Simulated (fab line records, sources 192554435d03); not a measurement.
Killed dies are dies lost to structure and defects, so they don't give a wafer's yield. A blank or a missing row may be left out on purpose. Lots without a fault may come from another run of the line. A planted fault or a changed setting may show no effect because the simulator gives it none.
Tool commonality check | flow n5_finfet | 9 lots, 27 wafers sampled

WHY IT WAS OPENED
At N5_STI_FIN_REVEAL_INSPECT_13 the reading raw_defect_count is flagged on 1 of 9 lots. Wafers without a fault read 11, standard deviation 5.2.
Rule: a lot is flagged when every wafer of it that has a number lies more than 4 standard deviations from that mean, or none has a number. The other lots count as sound.

lot  | measured    | on                | raw_defect_count, wafer by wafer | flag
L970 | day 2 21:37 | defect_inspect-01 | 14 10 10                         |
L974 | day 3 18:55 | defect_inspect-01 | 8 15 7                           |
L978 | day 4 20:37 | defect_inspect-02 | 12 19 21                         |
L979 | day 5 01:37 | defect_inspect-01 | 6 16 10                          |
L980 | day 5 07:43 | defect_inspect-02 | 7 16 9                           |
L982 | day 5 19:26 | defect_inspect-02 | 17 16 4                          |
L983 | day 6 00:13 | defect_inspect-01 | 23 10 10                         |
L984 | day 6 07:46 | defect_inspect-01 | 646 652 668                      | FLAGGED
L991 | day 8 12:40 | defect_inspect-01 | 7 9 11                           |
The numbers of the flagged lots are 655 on average: +644 against the usual, or +99 or more standard deviations.

WHICH TOOL RAN EACH LOT
The record holds 3 process steps before the reading, out of a route of 1938 steps. In each cell: the tool, then ch and the chambers that the sampled wafers went through, then the start.
lot  | flag    | N5_FIN_CUT_CUT_ETCH_15          | N5_STI_FIN_REVEAL_STRIP_24        | N5_STI_FIN_REVEAL_PRECLEAN_32
L970 |         | rie_si-05 ch 1,2,3, day 2 11:52 | rie_diel-04 ch 1,2,3, day 2 18:36 | remote_plasma-02 ch 1, day 2 21:05
L974 |         | rie_si-06 ch 1,2,3, day 3 09:38 | rie_diel-06 ch 2,3, day 3 15:53   | remote_plasma-01 ch 0, day 3 18:26
L978 |         | rie_si-03 ch 1,2,3, day 4 11:28 | rie_diel-04 ch 0,2, day 4 17:33   | remote_plasma-01 ch 1, day 4 20:00
L979 |         | rie_si-03 ch 1,2,3, day 4 15:16 | rie_diel-06 ch 0,1,3, day 4 22:34 | remote_plasma-02 ch 1, day 5 01:04
L980 |         | rie_si-03 ch 0,1, day 4 21:55   | rie_diel-04 ch 0,1, day 5 04:09   | remote_plasma-02 ch 1, day 5 07:11
L982 |         | rie_si-03 ch 0,1, day 5 10:21   | rie_diel-04 ch 2,3, day 5 16:23   | remote_plasma-01 ch 1, day 5 18:55
L983 |         | rie_si-06 ch 0,1, day 5 15:13   | rie_diel-06 ch 0,3, day 5 21:13   | remote_plasma-01 ch 1, day 5 23:42
L984 | FLAGGED | rie_si-05 ch 0,2,3, day 5 21:28 | rie_diel-04 ch 1,2,3, day 6 04:38 | remote_plasma-02 ch 1, day 6 07:09
L991 |         | rie_si-06 ch 0,2,3, day 8 02:28 | rie_diel-01 ch 0,1,2, day 8 09:27 | remote_plasma-01 ch 0, day 8 12:07
What these steps do:
- N5_FIN_CUT_CUT_ETCH_15: etches Si in HBr/Cl2/O2, target depth 100 nm, bt time 10 s, time 42.4 s.
- N5_STI_FIN_REVEAL_STRIP_24: strips in N2/H2, time 90 s.
- N5_STI_FIN_REVEAL_PRECLEAN_32: cleans in NF3:NH3, afs cycles 1, time 20 s, sublimation time 60 s.
- N5_STI_FIN_REVEAL_INSPECT_13: inspects for defects (darkfield).

FLAGGED OVER TOTAL, TOOL BY TOOL (the gauges that took the reading come last)
step                          | tool              | lots run | flagged | share of the flagged lots | sound lots run after its first flagged lot
N5_FIN_CUT_CUT_ETCH_15        | rie_si-03         | 4        | 0       | none                      | -
N5_FIN_CUT_CUT_ETCH_15        | rie_si-05         | 2        | 1       | all                       | 0
N5_FIN_CUT_CUT_ETCH_15        | rie_si-06         | 3        | 0       | none                      | -
N5_STI_FIN_REVEAL_STRIP_24    | rie_diel-01       | 1        | 0       | none                      | -
N5_STI_FIN_REVEAL_STRIP_24    | rie_diel-04       | 5        | 1       | all                       | 0
N5_STI_FIN_REVEAL_STRIP_24    | rie_diel-06       | 3        | 0       | none                      | -
N5_STI_FIN_REVEAL_PRECLEAN_32 | remote_plasma-01  | 5        | 0       | none                      | -
N5_STI_FIN_REVEAL_PRECLEAN_32 | remote_plasma-02  | 4        | 1       | all                       | 0
N5_STI_FIN_REVEAL_INSPECT_13  | defect_inspect-01 | 6        | 1       | all                       | 1 (L991)
N5_STI_FIN_REVEAL_INSPECT_13  | defect_inspect-02 | 3        | 0       | none                      | -

WHAT THE TABLE ALLOWS
4 rows of the table ran every flagged lot: rie_si-05 at N5_FIN_CUT_CUT_ETCH_15, rie_diel-04 at N5_STI_FIN_REVEAL_STRIP_24, remote_plasma-02 at N5_STI_FIN_REVEAL_PRECLEAN_32, defect_inspect-01 at N5_STI_FIN_REVEAL_INSPECT_13.
- rie_si-05 at N5_FIN_CUT_CUT_ETCH_15: 1 of its 2 lots flagged. Its last sound lot is L970 (day 2 11:52), its first flagged lot L984 (day 5 21:28): a fault that began between those two fits.
- rie_diel-04 at N5_STI_FIN_REVEAL_STRIP_24: 1 of its 5 lots flagged. Its last sound lot is L982 (day 5 16:23), its first flagged lot L984 (day 6 04:38): a fault that began between those two fits.
- remote_plasma-02 at N5_STI_FIN_REVEAL_PRECLEAN_32: 1 of its 4 lots flagged. Its last sound lot is L980 (day 5 07:11), its first flagged lot L984 (day 6 07:09): a fault that began between those two fits.
- defect_inspect-01 at N5_STI_FIN_REVEAL_INSPECT_13: 1 of its 6 lots flagged. Sound lots ran on it after the first flagged one (L991), which a lasting fault on the whole tool wouldn't allow.
Counting lots can't tell these 3 tools apart, because each fits a fault that began at some hour. More lots, or a look at what each step does to the wafer, might.

WHAT THE SIMULATOR HAD PUT IN
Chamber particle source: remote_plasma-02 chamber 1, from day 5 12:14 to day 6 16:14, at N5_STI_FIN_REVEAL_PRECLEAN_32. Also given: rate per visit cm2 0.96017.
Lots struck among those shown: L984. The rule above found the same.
